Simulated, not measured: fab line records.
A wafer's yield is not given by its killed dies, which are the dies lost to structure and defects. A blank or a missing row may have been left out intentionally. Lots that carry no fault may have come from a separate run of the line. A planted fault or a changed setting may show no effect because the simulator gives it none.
fab line records    flow n5_finfet
record: lots: 7  wafers: 39
route steps=1938 shown BEOL_M14@1762 MIM_TOP@1838 PASSIVATION@1930
start_h: the number of hours between the record's first day and the start of the first shown wafer of the lot    wait_h: how many hours have passed since the lot's step before this one    " the same as in the row above    L1.1+2: a row that stands for several wafers    - no value present, or no start provided    * or withheld: withheld    < > ~ a bound
route shown NAME@n: names a module that has steps shown in the file, with the first one's number in the route    usual: mean and standard deviation over wafers with no fault    same: alike in all rows    chamber/n: place in a boat    sites: the reading at each site    _std_site: their standard deviation    _edge_site: the outer-site mean with the inner-site mean subtracted    radius_mm: for every site, how far away it sits from the centre of the wafer    mask NAME#n: copy n    behind: the tool/chamber that last shaped the wafer    hold: the reason the lot was held/the length of the hold in hours/how it ended    device: whichever transistor did not switch (one of n, p or np)    end of line: at the end of the route, the tests of the same wafers    a step given without rows: its recipe and nothing more    killed: not the wafer's yield, but the dies lost to structure and defects at the first sort    map: per-die view of a wafer (x killed, . not killed, _ where there is no die)
set.NAME: setting as actually run; set.NAME@STEP: the setting as run at that earlier step    model.NAME: the simulator's own value behind a step, which no gauge read
lots with deliberately changed settings; one table per step, one row per wafer
== steps ==
step: N5_BEOL_M14_SPUTTER_43
recipe: material: TaN  target_thk_a: 150  temp_c: 50  bias_v: 168.6  power_w: 15000  chamber_pressure_pa: 0.12  time_s: 24.19
lot.wafer   tool            chamber  start_h  wait_h  set.target_thk_a  model.TaN_of_BEOL_M14_SPUTTER_43.thk_nm
L076.1+2+5  pvd_sputter-01  -        244.57   0.0     150               15
L076.3+4+6  "               -        "        "       150               14.8
L078.1      pvd_sputter-03  -        258.44   0.0     150               15
L078.2      "               -        "        "       62.4              6.2
L078.3+6    "               -        "        "       150               14.8
L078.4+5    "               -        "        "       62.4              6
L079.1      pvd_sputter-02  -        270.09   0.0     150               14.6
L079.2+3    "               -        "        "       150               15
L079.4+5+6  "               -        "        "       150               14.8
L082.1      pvd_sputter-02  -        275.87   0.0     79.4              7.8
L082.2+4    "               -        "        "       79.4              8
L082.3      "               -        "        "       150               15.2
L082.5+6    "               -        "        "       150               15
L089.2+6    pvd_sputter-01  -        334.44   0.0     150               15
L089.3      "               -        "        "       150               14.8
L091.1+4    pvd_sputter-01  -        335.52   0.0     115.5             11.6
L091.2+3    "               -        "        "       150               15
L091.5      "               -        "        "       150               14.8
L091.6      "               -        "        "       115.5             11.4
L092.1+4    pvd_sputter-02  -        360.90   0.0     209.5             21
L092.2+5    "               -        "        "       150               15
L092.3      "               -        "        "       150               14.8
L092.6      "               -        "        "       209.5             20.8
step: N5_BEOL_M14_SPUTTER_44
recipe: material: Ta  target_thk_a: 150  temp_c: 50  bias_v: 80  power_w: 15000  chamber_pressure_pa: 0.07  time_s: 24.19
step: N5_BEOL_M14_SPUTTER_45
recipe: material: Cu  target_thk_a: 1000  temp_c: -20  bias_v: 60  power_w: 26000  chamber_pressure_pa: 0.13  time_s: 16.67
step: N5_BEOL_M14_ECD_47
recipe: material: Cu  target_thk_a: 12480
step: N5_BEOL_M14_ANNEAL_48
recipe: temp_c: 225  time_s: 90  ambient: N2
step: N5_BEOL_M14_CMP_49
recipe: stop_on: SiO2  t_overpolish_s: 5.2  down_force_psi: 2  platen_rpm: 80  clearing_platen_down_force_psi: 2  clearing_platen_rpm: 80  post_cmp_clean: cu_alkaline  target_thk_nm: 560  clearing_platen_pad_velocity_m_s: 1.5917  pad_velocity_m_s: 1.5917
usual: barrier_field_endpoint_s: 11.26/0.24
lot.wafer  tool    chamber  start_h  wait_h  set.target_thk_a@BEOL_M14_SPUTTER_43  barrier_field_endpoint_s
L076.3     cmp-02  3        245.54   0.2     150                                   11.19
L076.1     "       0        "        "       150                                   11.33
L076.4     "       1        "        "       150                                   11.16
L076.2     "       2        "        "       150                                   11.02
L076.5     "       3        "        "       150                                   11.11
L076.6     "       0        "        "       150                                   11.32
L078.1     cmp-03  2        259.21   0.3     150                                   11.17
L078.4     "       3        "        "       62.4                                  7.82
L078.2     "       0        "        "       62.4                                  8.02
L078.3     "       1        "        "       150                                   11.29
L078.6     "       2        "        "       150                                   11.43
L078.5     "       3        "        "       62.4                                  7.80
L079.4     cmp-04  1        270.87   0.1     150                                   11.14
L079.3     "       2        "        "       150                                   10.99
L079.2     "       3        "        "       150                                   11.14
L079.1     "       0        "        "       150                                   11.23
L079.6     "       1        "        "       150                                   10.95
L079.5     "       2        "        "       150                                   11.30
L082.1     cmp-02  1        276.63   0.3     79.4                                  8.62
L082.4     "       2        "        "       79.4                                  8.65
L082.3     "       3        "        "       150                                   11.34
L082.2     "       0        "        "       79.4                                  8.87
L082.6     "       1        "        "       150                                   11.22
L082.5     "       2        "        "       150                                   11.08
L089.2     cmp-03  3        335.24   0.2     150                                   10.91
L089.3     "       1        "        "       150                                   10.97
L089.6     "       3        "        "       150                                   10.80
L091.2     cmp-03  1        336.28   0.2     150                                   11.04
L091.1     "       2        "        "       115.5                                 9.92
L091.4     "       3        "        "       115.5                                 9.87
L091.3     "       0        "        "       150                                   11.40
L091.6     "       1        "        "       115.5                                 10.10
L091.5     "       2        "        "       150                                   11.23
L092.1     cmp-04  1        362.18   0.3     209.5                                 13.42
L092.4     "       2        "        "       209.5                                 14.22
L092.3     "       3        "        "       150                                   11.76
L092.2     "       0        "        "       150                                   11.58
L092.6     "       1        "        "       209.5                                 13.81
L092.5     "       2        "        "       150                                   11.46
step: N5_MIM_TOP_SPUTTER_03
recipe: material: TiN  target_thk_a: 350  temp_c: 200  power_w: 3000  chamber_pressure_pa: 0.49996  gas: Ar  reactive_partial_pa: 0.37997  time_s: 89.7
lot.wafer     tool            chamber  start_h  wait_h  set.target_thk_a  model.TiN_of_MIM_TOP_SPUTTER_03.thk_nm
L076.1        pvd_sputter-03  -        258.08   0.0     519.4             52
L076.2        "               -        "        "       350               35
L076.3        "               -        "        "       350               34.6
L076.4        "               -        "        "       519.4             51.8
L076.5        "               -        "        "       519.4             51.4
L076.6        "               -        "        "       350               34.8
L078.1+2+6    pvd_sputter-02  -        270.41   0.0     350               34.8
L078.3+4+5    "               -        "        "       470.5             47
L079.1+3      pvd_sputter-02  -        281.49   0.0     181.5             18
L079.2        "               -        "        "       181.5             17.8
L079.4+5+6    "               -        "        "       350               34.8
L082.1+3+6    pvd_sputter-02  -        287.44   0.0     350               34.6
L082.2+4      "               -        "        "       350               34.8
L082.5        "               -        "        "       350               34.4
L089.2+3      pvd_sputter-03  -        344.55   0.0     350               34.8
L089.6        "               -        "        "       350               34.2
L091.1        pvd_sputter-02  -        345.71   0.0     350               34.4
L091.2        "               -        "        "       447.5             44.4
L091.3        "               -        "        "       447.5             44.6
L091.4        "               -        "        "       350               35
L091.5        "               -        "        "       350               35.2
L091.6        "               -        "        "       447.5             44.2
L092.1+2+5+6  pvd_sputter-01  -        370.23   0.0     350               34.6
L092.3+4      "               -        "        "       350               34.8
step: N5_PASSIVATION_ETCH_54
recipe: chemistry: CHF3/O2  target: SiO2  target_depth_a: 8800  CHF3_flow_sccm: 50  O2_flow_sccm: 5  Ar_flow_sccm: 200  time_s: 440  mask_material: PR  pressure_mtorr: 30  source_w: 650  bias_w: 170  ion_energy_ev: 200
lot.wafer  tool         chamber  start_h  wait_h  set.target_depth_a  model.etch.depth_nm  model.PASSIVATION.feature_depth_nm
L076.1     rie_diel-02  2        267.14   0.1     13720               1356                 1356
L076.2     "            0        "        "       8800                878.6                878.6
L076.3     "            3        "        "       8800                872.2                872.2
L076.4     "            2        "        "       8800                875                  875
L076.5     "            0        "        "       13720               1367                 1367
L076.6     "            3        "        "       13720               1352                 1352
L078.1     rie_diel-03  2        278.93   0.1     8800                866.4                866.4
L078.2     "            0        "        "       8800                874.5                874.4
L078.3     "            1        "        "       8800                862.8                862.8
L078.4     "            3        "        "       8800                894.2                894.2
L078.5     "            2        "        "       8800                874.7                874.6
L078.6     "            3        "        "       8800                896                  896
L079.1     rie_diel-03  3        290.03   0.1     3521                357.3                357.4
L079.2     "            0        "        "       8800                894                  894
L079.3     "            2        "        "       3521                350.3                350.2
L079.4     "            1        "        "       8800                882.4                882.4
L079.5     "            2        "        "       8800                875.8                875.8
L079.6     "            1        "        "       3521                350.8                350.8
L082.1     rie_diel-01  3        294.98   0.1     8800                881.6                881.6
L082.2     "            1        "        "       13610               1387                 1387
L082.3     "            0        "        "       13610               1380                 1380
L082.4     "            2        "        "       8800                885.3                885.4
L082.5     "            2        "        "       13610               1379                 1379
L082.6     "            3        "        "       8800                887.7                887.8
L089.2     rie_diel-02  1        351.44   0.1     8800                883.7                883.6
L089.3     "            0        "        "       8800                884                  884
L089.6     "            2        "        "       8800                880.2                880.2
L091.1     rie_diel-03  2        353.50   0.1     5540                569.7                569.8
L091.2     "            1        "        "       8800                886.3                886.4
L091.3     "            3        "        "       5540                561.7                561.6
L091.4     "            0        "        "       5540                556.6                556.6
L091.5     "            0        "        "       8800                877.2                877.2
L091.6     "            3        "        "       8800                891.7                891.6
L092.1     rie_diel-03  3        376.96   0.1     8800                880.3                880.4
L092.2     "            2        "        "       8800                895.9                896
L092.3     "            1        "        "       13770               1379                 1379
L092.4     "            0        "        "       8800                873.5                873.6
L092.5     "            2        "        "       13770               1405                 1405
L092.6     "            1        "        "       13770               1374                 1374
== key ==
split: step: N5_BEOL_M14_SPUTTER_43  setting: target_thk_a  stated: 150  by: wafer
response: step: N5_BEOL_M14_SPUTTER_43  reading: model.TaN_of_BEOL_M14_SPUTTER_43.thk_nm  change: +0.151  per: 1%  r: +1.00
response: step: N5_BEOL_M14_CMP_49  reading: barrier_field_endpoint_s  change: +0.0562  per: 1%  r: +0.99
split: step: N5_MIM_TOP_SPUTTER_03  setting: target_thk_a  stated: 350  by: wafer
response: step: N5_MIM_TOP_SPUTTER_03  reading: model.TiN_of_MIM_TOP_SPUTTER_03.thk_nm  change: +0.35  per: 1%  r: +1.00
split: step: N5_PASSIVATION_ETCH_54  setting: target_depth_a  stated: 8800  by: wafer
response: step: N5_PASSIVATION_ETCH_54  reading: model.etch.depth_nm  change: +8.85  per: 1%  r: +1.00
response: step: N5_PASSIVATION_ETCH_54  reading: model.PASSIVATION.feature_depth_nm  change: +8.85  per: 1%  r: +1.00
